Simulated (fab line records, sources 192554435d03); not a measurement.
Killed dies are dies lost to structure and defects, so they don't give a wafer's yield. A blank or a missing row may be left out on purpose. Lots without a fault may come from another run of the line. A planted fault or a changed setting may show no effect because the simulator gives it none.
Chamber matching | flow n5_finfet | N5_BEOL_M0_SAQP_PECVD_00 on pecvd-03: 3 sister chambers
The step deposits SiCN from 3MS/NH3, target thk 8 nm, time 14 s. 3 wafers are shown with their chamber, then 10 later ones without.

WAFERS WITH THEIR CHAMBER
wafer  | chamber | throttle_valve_pct (%)
L079.4 | 2       | 8.6
L090.2 | 0       | 9.3
L090.3 | 1       | 9.3

WAFERS WITHOUT THEIR CHAMBER
wafer  | throttle_valve_pct (%)
L090.5 | 9.4
L093.2 | 8.6
L093.3 | 9.2
L093.6 | 9.4
L094.2 | 8.9
L094.3 | 9.4
L094.5 | 9.3
L097.3 | 9.2
L097.4 | 9.4
L097.6 | 9.3

WHICH CHAMBER EACH WENT THROUGH
wafer  | from the rows above          | in truth
L090.5 | can't be placed: 0 or 1      | 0
L093.2 | 2                            | 2
L093.3 | can't be placed: 0 or 1      | 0
L093.6 | can't be placed: 0 or 1      | 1
L094.2 | can't be placed: 2 or 0 or 1 | 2
L094.3 | can't be placed: 0 or 1      | 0
L094.5 | can't be placed: 0 or 1      | 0
L097.3 | can't be placed: 0 or 1      | 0
L097.4 | can't be placed: 0 or 1      | 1
L097.6 | can't be placed: 0 or 1      | 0
Placed correctly: 1 of 10. Can't be placed from these rows: 9 (the true chamber is among the candidates in 9). Placed wrongly: 0.
How it was worked out, from the rows above alone: a wafer's distance from a chamber is the root of the sum, over the readings, of the square of ((its reading less the chamber's mean) divided by the reading's scatter). The wafer belongs to the nearest chamber; if the next one is less than 2 further off, it can't be placed. A chamber's mean is the mean of its shown wafers. The scatter: with one shown wafer a chamber, the root of the mean of the squares of how far each hidden wafer lies from its nearest shown one.
